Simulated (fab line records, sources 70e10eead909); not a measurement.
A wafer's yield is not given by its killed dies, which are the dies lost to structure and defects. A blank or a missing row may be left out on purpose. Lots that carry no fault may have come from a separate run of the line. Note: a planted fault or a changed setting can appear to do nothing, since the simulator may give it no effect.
Which tool is to blame? -- flow nand_harc -- Sampling: 24 lots, 72 wafers, 6 of 1159 route steps

WHAT EACH GAUGE READ, for each wafer
Not one reading of a measure or inspect step in the record can be checked against a usual standard deviation.

WHICH TOOL RAN EACH LOT (tool, then ch and the chambers of the sampled wafers, then the start)
lot,NHARC_A_CONTACT_ETCH_119,NHARC_A_CONTACT_ETCH_96,NHARC_A_CONTACT_DEP_57,NHARC_A_CONTACT_ETCH_78,NHARC_A_CONTACT_ETCH_125,NHARC_A_CONTACT_ETCH_132
L074,"har_cap_etch-03 ch 0,1, day 15 23:29","rie_diel-01 ch 0,1, day 16 05:24 or earlier","acl_dep-01 ch 0, day 16 05:24","rie_diel-03 ch 0,1,3, day 16 08:38 or earlier","har_cap_etch-01 ch 0,1, day 16 08:38","har_cap_etch-01 ch 0,1, day 16 09:37"
L077,"har_cap_etch-03 ch 0,1, day 16 14:53","rie_diel-01 ch 0,2, day 16 19:35 or earlier","acl_dep-01 ch 0, day 16 19:35","rie_diel-03 ch 2,3, day 16 23:34 or earlier","har_cap_etch-03 ch 0,1, day 16 23:34","har_cap_etch-03 ch 0,1, day 17 00:33"
L076,"har_cap_etch-01 ch 0,1, day 16 14:58","rie_diel-03 ch 0,2,3, day 16 19:47 or earlier","acl_dep-03 ch 0, day 16 19:47","rie_diel-04 ch 0,2,3, day 17 00:19 or earlier","har_cap_etch-01 ch 0,1, day 17 00:19","har_cap_etch-01 ch 0,1, day 17 01:18"
L079,"har_cap_etch-01 ch 0,1, day 16 23:24","rie_diel-01 ch 0,2,3, day 17 00:46","acl_dep-02 ch 0, day 17 02:15","rie_diel-01 ch 0,3, day 17 06:05 or earlier","har_cap_etch-01 ch 0,1, day 17 06:05","har_cap_etch-01 ch 0,1, day 17 07:05"
L075,"har_cap_etch-02 ch 0,1, day 17 00:04","rie_diel-04 ch 0,1, day 17 03:16 or earlier","acl_dep-03 ch 0, day 17 03:16","rie_diel-04 ch 0,1,3, day 17 07:07 or earlier","har_cap_etch-02 ch 0,1, day 17 07:07","har_cap_etch-02 ch 0,1, day 17 08:07"
L078,"har_cap_etch-03 ch 0,1, day 17 04:17","rie_diel-04 ch 0,1,3, day 17 06:36 or earlier","acl_dep-03 ch 0, day 17 06:36","rie_diel-01 ch 0,1,2, day 17 10:44 or earlier","har_cap_etch-03 ch 0,1, day 17 10:44","har_cap_etch-03 ch 0,1, day 17 11:44"
L080,"har_cap_etch-02 ch 0,1, day 18 06:49","rie_diel-04 ch 0,1, day 18 12:01 or earlier","acl_dep-01 ch 0, day 18 12:01","rie_diel-01 ch 1,2, day 18 15:31 or earlier","har_cap_etch-03 ch 0,1, day 18 15:31","har_cap_etch-03 ch 0,1, day 18 16:31"
L081,"har_cap_etch-01 ch 0,1, day 18 08:51","rie_diel-01 ch 0,1,3, day 18 13:26 or earlier","acl_dep-01 ch 0, day 18 13:26","rie_diel-04 ch 0,1,3, day 18 17:16 or earlier","har_cap_etch-01 ch 0,1, day 18 17:16","har_cap_etch-01 ch 0,1, day 18 18:15"
L083,"har_cap_etch-02 ch 0,1, day 18 17:12","rie_diel-03 ch 0,2,3, day 18 19:28 or earlier","acl_dep-03 ch 0, day 18 19:28","rie_diel-01 ch 1,2, day 18 23:47 or earlier","har_cap_etch-03 ch 0,1, day 18 23:47","har_cap_etch-03 ch 0,1, day 19 00:46"
L082,"har_cap_etch-03 ch 0,1, day 18 20:14","rie_diel-04 ch 0,2,3, day 18 22:25 or earlier","acl_dep-01 ch 0, day 18 22:25","rie_diel-04 ch 0,3, day 19 02:23 or earlier","har_cap_etch-03 ch 1, day 19 02:23","har_cap_etch-03 ch 1, day 19 03:22"
L084,"har_cap_etch-02 ch 0,1, day 18 21:36","rie_diel-04 ch 0,1,3, day 19 02:05 or earlier","acl_dep-02 ch 0, day 19 02:05","rie_diel-01 ch 0,1,2, day 19 06:10 or earlier","har_cap_etch-01 ch 0,1, day 19 06:10","har_cap_etch-01 ch 0,1, day 19 07:10"
L085,"har_cap_etch-02 ch 0,1, day 19 00:57","rie_diel-01 ch 0,1,2, day 19 03:58 or earlier","acl_dep-03 ch 0, day 19 03:58","rie_diel-01 ch 0,1,3, day 19 08:07 or earlier","har_cap_etch-03 ch 1, day 19 08:07","har_cap_etch-03 ch 1, day 19 09:27"
L086,"har_cap_etch-03 ch 0,1, day 19 16:58","rie_diel-03 ch 1,3, day 19 18:32","acl_dep-03 ch 0, day 19 21:36","rie_diel-04 ch 0,1,2, day 20 02:11 or earlier","har_cap_etch-03 ch 0,1, day 20 02:11","har_cap_etch-03 ch 0,1, day 20 03:11"
L087,"har_cap_etch-02 ch 0,1, day 19 18:37","rie_diel-01 ch 0,2, day 19 19:45","acl_dep-02 ch 0, day 19 20:53","rie_diel-01 ch 0,1,2, day 20 01:07 or earlier","har_cap_etch-01 ch 0,1, day 20 01:07","har_cap_etch-01 ch 0,1, day 20 02:06"
L092,"har_cap_etch-02 ch 0,1, day 20 06:52","rie_diel-01 ch 1,2, day 20 08:00","acl_dep-03 ch 0, day 20 09:23","rie_diel-01 ch 0,1,2, day 20 13:11 or earlier","har_cap_etch-03 ch 0,1, day 20 13:11","har_cap_etch-03 ch 0,1, day 20 14:10"
L091,"har_cap_etch-01 ch 0,1, day 20 07:54","rie_diel-03 ch 2,3, day 20 12:16 or earlier","acl_dep-01 ch 0, day 20 12:16","rie_diel-01 ch 0,1, day 20 16:16 or earlier","har_cap_etch-02 ch 0,1, day 20 16:16","har_cap_etch-02 ch 0,1, day 20 17:15"
L089,"har_cap_etch-01 ch 0,1, day 20 15:08","rie_diel-03 ch 0,2,3, day 20 17:50 or earlier","acl_dep-02 ch 0, day 20 17:50","rie_diel-04 ch 0,1,3, day 20 21:58 or earlier","har_cap_etch-03 ch 0,1, day 20 21:58","har_cap_etch-03 ch 0,1, day 20 22:57"
L088,"har_cap_etch-03 ch 0,1, day 20 20:45","rie_diel-04 ch 0,1, day 20 22:55 or earlier","acl_dep-03 ch 0, day 20 22:55","rie_diel-03 ch 0,2, day 21 04:20 or earlier","har_cap_etch-03 ch 1, day 21 04:20","har_cap_etch-03 ch 1, day 21 05:19"
L093,"har_cap_etch-02 ch 0,1, day 20 22:14","rie_diel-04 ch 0,2, day 21 01:01 or earlier","acl_dep-02 ch 0, day 21 01:01","rie_diel-01 ch 0,3, day 21 04:59 or earlier","har_cap_etch-01 ch 0,1, day 21 04:59","har_cap_etch-01 ch 0,1, day 21 05:59"
L090,"har_cap_etch-02 ch 0,1, day 21 00:20","rie_diel-01 ch 1,2, day 21 05:05 or earlier","acl_dep-03 ch 0, day 21 05:05","rie_diel-03 ch 1,3, day 21 09:19 or earlier","har_cap_etch-03 ch 0,1, day 21 09:19","har_cap_etch-03 ch 0,1, day 21 10:19"
L094,"har_cap_etch-02 ch 0,1, day 21 13:41","rie_diel-03 ch 0,1,2, day 21 16:17 or earlier","acl_dep-03 ch 0, day 21 16:17","rie_diel-03 ch 1,2,3, day 21 20:32 or earlier","har_cap_etch-02 ch 0,1, day 21 20:32","har_cap_etch-02 ch 0,1, day 21 21:32"
L095,"har_cap_etch-01 ch 0,1, day 21 16:20","rie_diel-04 ch 0,1,2, day 21 19:00 or earlier","acl_dep-02 ch 0, day 21 19:00","rie_diel-01 ch 1,2,3, day 21 23:05 or earlier","har_cap_etch-01 ch 0,1, day 21 23:05","har_cap_etch-01 ch 0,1, day 22 00:04"
L096,"har_cap_etch-03 ch 0,1, day 22 02:28","rie_diel-01 ch 1,2, day 22 05:10 or earlier","acl_dep-02 ch 0, day 22 05:10","rie_diel-04 ch 2,3, day 22 09:07 or earlier","har_cap_etch-02 ch 0,1, day 22 09:07","har_cap_etch-02 ch 0,1, day 22 10:07"
L097,"har_cap_etch-03 ch 0,1, day 22 09:19","rie_diel-01 ch 1,2,3, day 22 12:35 or earlier","acl_dep-01 ch 0, day 22 12:35","rie_diel-04 ch 0,1,3, day 22 16:13 or earlier","har_cap_etch-02 ch 0, day 22 16:13","har_cap_etch-02 ch 0, day 22 17:13"
- NHARC_A_CONTACT_ETCH_119: etches the open film in C4F8/O2/Ar, time 94 s, target depth 922 nm.
- NHARC_A_CONTACT_ETCH_96: etches the open film in C4F6/O2, target depth 20 nm, time 10 s.
- NHARC_A_CONTACT_DEP_57: deposits aC, target thk 2800 nm.
- NHARC_A_CONTACT_ETCH_78: etches the open film in O2/COS, target depth 2800 nm, time 728 s.
- NHARC_A_CONTACT_ETCH_125: etches the open film in C4F8/O2/Ar, time 155 s, target depth 956 nm.
- NHARC_A_CONTACT_ETCH_132: etches the open film in C4F8/O2/Ar, time 156 s, target depth 958 nm.

AS READ BY THE TOOLS THEMSELVES (means over the sampled wafers that have a number; for cases with no such wafer, the mark the record gives instead)
NHARC_A_CONTACT_ETCH_119.
lot,tool,chamber_pressure_mTorr (mTorr)
L074,har_cap_etch-03,20.014
L077,har_cap_etch-03,20.000
L076,har_cap_etch-01,19.979
L079,har_cap_etch-01,20.021
L075,har_cap_etch-02,19.997
L078,har_cap_etch-03,19.999
L080,har_cap_etch-02,19.998
L081,har_cap_etch-01,20.005
L083,har_cap_etch-02,19.995
L082,har_cap_etch-03,20.008
L084,har_cap_etch-02,20.003
L085,har_cap_etch-02,19.983
L086,har_cap_etch-03,20.019
L087,har_cap_etch-02,19.990
L092,har_cap_etch-02,20.013
L091,har_cap_etch-01,19.979
L089,har_cap_etch-01,20.011
L088,har_cap_etch-03,20.013
L093,har_cap_etch-02,20.002
L090,har_cap_etch-02,20.005
L094,har_cap_etch-02,19.994
L095,har_cap_etch-01,20.007
L096,har_cap_etch-03,20.008
L097,har_cap_etch-03,19.997

NHARC_A_CONTACT_ETCH_96.
lot,tool,chamber_pressure_mTorr (mTorr),drypump_motor_current_A (A),o2_flow_sccm (sccm),oes_product_au (a.u.),rf_vpp_V (V),showerhead_plenum_p_Torr (Torr),throttle_valve_pct (%)
L074,rie_diel-01,29.987,5.6,20.05,0.972,550,4.04,26.892
L077,rie_diel-01,30.000,5.4,19.96,0.997,547,3.91,26.906
L076,rie_diel-03,29.986,6.2,19.98,0.942,545,3.87,26.908
L079,rie_diel-01,30.017,5.5,19.97,0.960,547,3.93,26.893
L075,rie_diel-04,29.982,6.0,19.99,0.957,549,4.05,26.915
L078,rie_diel-04,29.988,6.1,20.03,1.006,551,4.09,26.904
L080,rie_diel-04,29.985,6.0,20.01,0.940,549,4.04,26.892
L081,rie_diel-01,30.024,5.5,20.05,0.947,549,4.04,26.917
L083,rie_diel-03,29.993,6.1,20.03,0.969,550,4.06,26.904
L082,rie_diel-04,29.995,5.8,19.99,0.950,547,3.89,26.902
L084,rie_diel-04,30.003,6.1,19.95,0.965,550,4.08,26.902
L085,rie_diel-01,30.012,5.5,20.04,0.949,547,3.91,26.900
L086,rie_diel-03,29.983,6.4,19.99,0.928,547,3.95,26.906
L087,rie_diel-01,29.965,5.4,20.02,0.993,545,3.90,26.904
L092,rie_diel-01,29.976,5.7,19.97,0.993,546,3.93,26.899
L091,rie_diel-03,30.027,6.5,20.00,0.949,549,4.01,26.899
L089,rie_diel-03,30.006,6.1,20.01,0.968,551,4.05,26.903
L088,rie_diel-04,30.011,6.1,19.96,1.009,549,4.03,26.897
L093,rie_diel-04,30.022,5.7,19.88,1.003,551,4.14,26.910
L090,rie_diel-01,29.976,5.7,20.04,0.927,547,3.93,26.911
L094,rie_diel-03,30.013,6.1,20.04,0.974,547,3.91,26.896
L095,rie_diel-04,29.985,5.9,20.00,1.002,551,4.12,26.908
L096,rie_diel-01,30.011,5.7,20.07,0.942,546,3.92,26.905
L097,rie_diel-01,29.995,5.6,19.95,0.991,547,3.93,26.905

NHARC_A_CONTACT_DEP_57.
lot,tool,throttle_valve_pct (%)
L074,acl_dep-01,34.999
L077,acl_dep-01,34.995
L076,acl_dep-03,35.010
L079,acl_dep-02,34.997
L075,acl_dep-03,35.000
L078,acl_dep-03,35.000
L080,acl_dep-01,35.005
L081,acl_dep-01,34.998
L083,acl_dep-03,35.000
L082,acl_dep-01,34.994
L084,acl_dep-02,35.000
L085,acl_dep-03,34.999
L086,acl_dep-03,35.006
L087,acl_dep-02,34.999
L092,acl_dep-03,34.999
L091,acl_dep-01,35.003
L089,acl_dep-02,34.999
L088,acl_dep-03,34.996
L093,acl_dep-02,35.001
L090,acl_dep-03,34.993
L094,acl_dep-03,35.006
L095,acl_dep-02,35.006
L096,acl_dep-02,35.005
L097,acl_dep-01,34.993

NHARC_A_CONTACT_ETCH_78.
lot,tool,chamber_pressure_mTorr (mTorr),drypump_motor_current_A (A),o2_flow_sccm (sccm),oes_product_au (a.u.),rf_vpp_V (V),showerhead_plenum_p_Torr (Torr),throttle_valve_pct (%)
L074,rie_diel-03,20.007,6.0,399.6,1.000,312.7,3.03,28.322
L077,rie_diel-03,20.008,6.5,401.0,1.009,315.0,3.20,28.330
L076,rie_diel-04,20.014,5.9,399.9,1.003,314.3,3.11,28.333
L079,rie_diel-01,19.989,5.4,399.8,1.004,316.1,3.21,28.325
L075,rie_diel-04,19.997,6.1,399.8,1.000,316.4,3.26,28.332
L078,rie_diel-01,20.004,5.5,400.5,0.993,313.9,3.12,28.329
L080,rie_diel-01,20.004,5.7,398.1,1.002,314.2,3.13,28.330
L081,rie_diel-04,19.993,6.1,400.3,1.007,315.4,3.25,28.333
L083,rie_diel-01,20.016,5.7,400.1,0.997,314.3,3.13,28.325
L082,rie_diel-04,19.998,6.0,398.7,0.999,315.1,3.19,28.333
L084,rie_diel-01,19.997,5.5,400.2,0.996,314.6,3.11,28.327
L085,rie_diel-01,20.018,5.5,400.8,0.994,315.4,3.21,28.328
L086,rie_diel-04,19.995,5.9,400.4,1.005,314.5,3.13,28.328
L087,rie_diel-01,19.980,5.5,399.6,0.997,314.8,3.11,28.334
L092,rie_diel-01,20.010,5.5,401.0,0.999,314.5,3.11,28.328
L091,rie_diel-01,19.978,5.6,401.6,0.994,316.1,3.21,28.328
L089,rie_diel-04,20.021,6.1,399.4,0.996,316.5,3.24,28.336
L088,rie_diel-03,20.002,5.8,398.7,1.003,316.0,3.26,28.334
L093,rie_diel-01,19.997,5.4,400.9,0.992,315.3,3.20,28.325
L090,rie_diel-03,20.004,6.4,400.1,0.999,312.5,3.02,28.325
L094,rie_diel-03,19.995,6.5,400.0,1.012,312.9,3.07,28.333
L095,rie_diel-01,19.991,5.6,399.3,1.007,314.4,3.13,28.329
L096,rie_diel-04,19.999,5.7,401.6,1.002,317.0,3.32,28.327
L097,rie_diel-04,19.982,6.0,400.6,1.006,315.1,3.24,28.331

NHARC_A_CONTACT_ETCH_125.
lot,tool,chamber_pressure_mTorr (mTorr)
L074,har_cap_etch-01,20.014
L077,har_cap_etch-03,19.999
L076,har_cap_etch-01,20.002
L079,har_cap_etch-01,19.998
L075,har_cap_etch-02,20.014
L078,har_cap_etch-03,20.000
L080,har_cap_etch-03,20.010
L081,har_cap_etch-01,19.998
L083,har_cap_etch-03,20.011
L082,har_cap_etch-03,20.007
L084,har_cap_etch-01,19.983
L085,har_cap_etch-03,19.997
L086,har_cap_etch-03,19.990
L087,har_cap_etch-01,20.010
L092,har_cap_etch-03,19.996
L091,har_cap_etch-02,20.007
L089,har_cap_etch-03,19.983
L088,har_cap_etch-03,20.015
L093,har_cap_etch-01,20.008
L090,har_cap_etch-03,20.000
L094,har_cap_etch-02,20.003
L095,har_cap_etch-01,19.987
L096,har_cap_etch-02,20.012
L097,har_cap_etch-02,19.998

NHARC_A_CONTACT_ETCH_132.
lot,tool,chamber_pressure_mTorr (mTorr)
L074,har_cap_etch-01,20.003
L077,har_cap_etch-03,19.979
L076,har_cap_etch-01,19.998
L079,har_cap_etch-01,20.006
L075,har_cap_etch-02,19.998
L078,har_cap_etch-03,19.995
L080,har_cap_etch-03,19.999
L081,har_cap_etch-01,20.012
L083,har_cap_etch-03,19.982
L082,har_cap_etch-03,19.984
L084,har_cap_etch-01,19.994
L085,har_cap_etch-03,19.985
L086,har_cap_etch-03,20.016
L087,har_cap_etch-01,20.000
L092,har_cap_etch-03,19.991
L091,har_cap_etch-02,19.994
L089,har_cap_etch-03,20.015
L088,har_cap_etch-03,19.994
L093,har_cap_etch-01,19.992
L090,har_cap_etch-03,20.001
L094,har_cap_etch-02,20.014
L095,har_cap_etch-01,20.016
L096,har_cap_etch-02,19.984
L097,har_cap_etch-02,19.995

THE ANSWER, worked out from the rows above alone
Rule: usual is defined by the lots themselves. The widest of any qualifying gaps counts: lots, ordered by their means at a reading, are off when they make up no more than a third of the lots, leave a main group of 4 or more, and stand apart from it by 3 or more times the standard deviation of that group's means. If all means in a main group match to the digits the tables above print for the reading, that group is not used. Also off: a lot with no number at a reading for which 4 or more lots have one. Any other lot the step has rows for is counted as sound. First the gauges in route order, then the tools' own readings, where a lot's mean is used as printed above. At the first step where some lot is off, the reading lying furthest off is the one used; lots without a number count as furthest.
No lot is off at any reading shown: from this, nothing can be told.

WHAT THE SIMULATOR HAD INSERTED
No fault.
